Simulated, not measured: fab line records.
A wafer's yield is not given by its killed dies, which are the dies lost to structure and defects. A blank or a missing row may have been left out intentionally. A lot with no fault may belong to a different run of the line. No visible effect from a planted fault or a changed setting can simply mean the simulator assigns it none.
Chamber matching + flow n5_finfet + pecvd-03 running N5_BEOL_M11_PECVD_70: 3 sister chambers
The step deposits SiO2 from TEOS/O2, target thk 20 nm, time 22.7 s. 16 wafers are shown with their chamber, then 8 later ones without.

== WAFERS, EACH WITH ITS CHAMBER ==
| wafer  | chamber | throttle_valve_pct (%) | heater_power_w (W) | showerhead_plenum_p_Torr (Torr) |
|--------|---------|------------------------|--------------------|---------------------------------|
| L076.1 | 2       | 22.5                   | 852                | 8.83                            |
| L076.4 | 0       | 23.0                   | 698                | 8.85                            |
| L076.5 | 2       | 22.2                   | 846                | 8.82                            |
| L079.1 | 1       | 21.4                   | 743                | 8.79                            |
| L079.2 | 0       | 22.8                   | 726                | 8.85                            |
| L079.3 | 2       | 22.6                   | 894                | 8.80                            |
| L080.1 | 2       | 22.5                   | 907                | 8.80                            |
| L080.3 | 1       | 21.5                   | 768                | 8.80                            |
| L080.6 | 1       | 21.7                   | 779                | 8.78                            |
| L082.3 | 1       | 21.6                   | 750                | 8.80                            |
| L082.4 | 1       | 21.7                   | 753                | 8.81                            |
| L082.6 | 0       | 23.1                   | 730                | 8.85                            |
| L086.2 | 1       | 21.5                   | 773                | 8.81                            |
| L086.3 | 2       | 22.8                   | 919                | 8.80                            |
| L086.5 | 1       | 21.6                   | 726                | 8.80                            |
| L085.1 | 1       | 21.5                   | 817                | 8.78                            |

SIGNATURES (means of the wafers above)
| reading                  | chamber 0 | chamber 1 | chamber 2 | scatter within a chamber |
|--------------------------|-----------|-----------|-----------|--------------------------|
| throttle_valve_pct       | 22.967    | 21.562    | 22.520    | 0.155                    |
| heater_power_w           | 718.00    | 763.62    | 883.60    | 28.1                     |
| showerhead_plenum_p_Torr | 8.8500    | 8.7963    | 8.8100    | 0.0117                   |
Rule: a wafer lies at a distance from a chamber equal to the root of the sum of squares, over the readings, of (its reading less the chamber's mean, divided by the reading's scatter). If the next closest chamber is less than 2 further off than the closest, the wafer can't be placed; otherwise it belongs to the closest. How the scatter is found: for the shown wafers, subtract from each reading the mean of its chamber, square and add these, divide the total by (wafers less chambers), then take the root.

== WAFERS MISSING THEIR CHAMBER ==
| wafer  | throttle_valve_pct (%) | heater_power_w (W) | showerhead_plenum_p_Torr (Torr) |
|--------|------------------------|--------------------|---------------------------------|
| L085.2 | 23.3                   | 771                | 8.83                            |
| L085.5 | 23.4                   | 754                | 8.84                            |
| L088.2 | 21.6                   | 827                | 8.80                            |
| L088.4 | 22.6                   | 880                | 8.83                            |
| L088.5 | 21.7                   | 805                | 8.80                            |
| L094.2 | 22.9                   | 815                | 8.79                            |
| L094.4 | 21.7                   | 699                | 8.81                            |
| L094.5 | 22.7                   | 831                | 8.84                            |

== CHAMBER TAKEN BY EACH ==
| wafer  | from the rows above     | in truth |
|--------|-------------------------|----------|
| L085.2 | 0                       | 0        |
| L085.5 | 0                       | 0        |
| L088.2 | 1                       | 1        |
| L088.4 | 2                       | 2        |
| L088.5 | 1                       | 1        |
| L094.2 | 2                       | 2        |
| L094.4 | 1                       | 1        |
| L094.5 | can't be placed: 2 or 0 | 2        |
Placed correctly: 7 of 8. These rows do not allow placing 1 (true chamber among the candidates in 1). Placed wrongly: 0.
